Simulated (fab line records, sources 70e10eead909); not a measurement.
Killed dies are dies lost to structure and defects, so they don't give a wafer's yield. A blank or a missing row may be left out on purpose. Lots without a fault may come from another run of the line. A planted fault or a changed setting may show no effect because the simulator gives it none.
Chamber matching | flow nand_harc | NHARC_A_M0_DEP_32 on pecvd-02: 3 sister chambers
The step deposits SiCN, target thk 30 nm. 3 wafers are shown with their chamber, then 7 later ones without.

WAFERS WITH THEIR CHAMBER
wafer  | chamber | showerhead_vpp_V (V)
L632.5 | 1       | 1281
L638.1 | 2       | 1308
L638.5 | 0       | 1188

WAFERS WITHOUT THEIR CHAMBER
wafer  | showerhead_vpp_V (V)
L638.6 | 1257
L640.2 | 1308
L640.4 | 1334
L640.5 | 1263
L642.2 | 1186
L642.3 | 1277
L642.6 | 1325

WHICH CHAMBER EACH WENT THROUGH
wafer  | from the rows above     | in truth
L638.6 | can't be placed: 1 or 2 | 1
L640.2 | can't be placed: 2 or 1 | 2
L640.4 | can't be placed: 2 or 1 | 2
L640.5 | can't be placed: 1 or 2 | 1
L642.2 | 0                       | 0
L642.3 | can't be placed: 1 or 2 | 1
L642.6 | can't be placed: 2 or 1 | 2
Placed correctly: 1 of 7. Can't be placed from these rows: 6 (the true chamber is among the candidates in 6). Placed wrongly: 0.
How it was worked out, from the rows above alone: a wafer's distance from a chamber is the root of the sum, over the readings, of the square of ((its reading less the chamber's mean) divided by the reading's scatter). The wafer belongs to the nearest chamber; if the next one is less than 2 further off, it can't be placed. A chamber's mean is the mean of its shown wafers. The scatter: with one shown wafer a chamber, the root of the mean of the squares of how far each hidden wafer lies from its nearest shown one.
